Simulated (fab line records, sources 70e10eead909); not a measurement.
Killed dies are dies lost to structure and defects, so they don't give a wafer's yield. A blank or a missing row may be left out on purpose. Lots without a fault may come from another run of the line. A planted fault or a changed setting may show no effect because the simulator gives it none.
A struck lot beside a sound one | flow nand_harc | 15 steps out of a route of 1159
Sound: wafers L403.1, L403.4, L403.6. Struck: wafer L395.5. (L395.6 of the same lot was not struck and is left out.) The cause comes at the end.
At each step with rows: each side's tool, then ch and its chambers, then its first start. Under that, the readings that differ: sound wafers | struck wafers | difference of the means | sigmas: that difference in standard deviations of wafers without a fault.
alike: readings whose means differ by less than 2 such deviations, and words and numbers that are the same on both sides. not compared: withheld readings, readings that some wafer has no value for, bounds like >300 that may hide the same value, and numbers for which the record gives no deviation and whose values overlap.
The two part at a step that has a row with sigmas, a row that says differs or no value, or rows on one side only. Numbers that don't overlap but have no deviation are shown without sigmas and don't part them. A reading that every wafer of one side lacks parts them only if that side has two wafers or more.

first, 1 step without rows for these wafers: NHARC_A_ONON_D1_DEP_03 (target thk 1000 nm).
NHARC_A_ONON_D1_THK_MEAS_05: measures by ellipsometry.
  sound on film_metro-02, day 12 07:02; struck on film_metro-02, day 10 12:59
  alike: thk_nm
then, 1 step without rows for these wafers: NHARC_A_ONON_D1_DEP_06 (target thk 1000 nm).
NHARC_A_ONON_D1_THK_MEAS_08: measures by ellipsometry.
  sound on film_metro-01, day 12 07:36; struck on film_metro-02, day 10 13:34
  alike: thk_nm
then, 1 step without rows for these wafers: NHARC_A_ONON_D1_DEP_09 (target thk 1000 nm).
NHARC_A_ONON_D1_THK_MEAS_11: measures by ellipsometry.
  sound on film_metro-01, day 12 08:11; struck on film_metro-02, day 10 14:08
  alike: thk_nm
then, 1 step without rows for these wafers: NHARC_A_ONON_D1_DEP_12 (target thk 1000 nm).
NHARC_A_ONON_D1_THK_MEAS_14: measures by ellipsometry.
  sound on film_metro-02, day 12 08:46; struck on film_metro-01, day 10 14:44
  alike: thk_nm
then, 2 steps without rows for these wafers: NHARC_A_ONON_D1_ANNEAL_15 (time 3600 s); NHARC_A_ONON_D1_DEP_16 (target thk 1000 nm).
NHARC_A_ONON_D1_THK_MEAS_18: measures by ellipsometry.
  sound on film_metro-02, day 12 15:52; struck on film_metro-02, day 11 01:59
  alike: thk_nm
NHARC_A_ONON_D1_DEP_19: target thk 1000 nm.
  sound on pecvd_onon-03 ch 0, day 12 15:56; struck on pecvd_onon-02 ch 0, day 11 02:17
  alike: n2_flow_sccm, sih4_flow_sccm
NHARC_A_ONON_D1_THK_MEAS_21: measures by ellipsometry.
  sound on film_metro-01, day 12 16:26; struck on film_metro-01, day 11 02:34
  reading     | sound       | struck | difference | sigmas
  thk_nm (nm) | 995 995 996 | 651    | -344       | -38
then, 1 step without rows for these wafers: NHARC_A_ONON_D1_DEP_22 (target thk 1000 nm).
-- the record jumps here: 12 days lie between the struck wafers' starts before and after (it left off in module A_ONON_D1 and takes up again in module END, whose first step shown is number 1159 of the route) --
NHARC_END_SORT_01:
  the record has rows for the struck wafers here (prober-02 ch 0, day 22 14:43) and none for the sound ones

WHERE THEY PART
First at NHARC_A_ONON_D1_THK_MEAS_21; last, within this record, at NHARC_END_SORT_01.

WHY: what the simulator had put in
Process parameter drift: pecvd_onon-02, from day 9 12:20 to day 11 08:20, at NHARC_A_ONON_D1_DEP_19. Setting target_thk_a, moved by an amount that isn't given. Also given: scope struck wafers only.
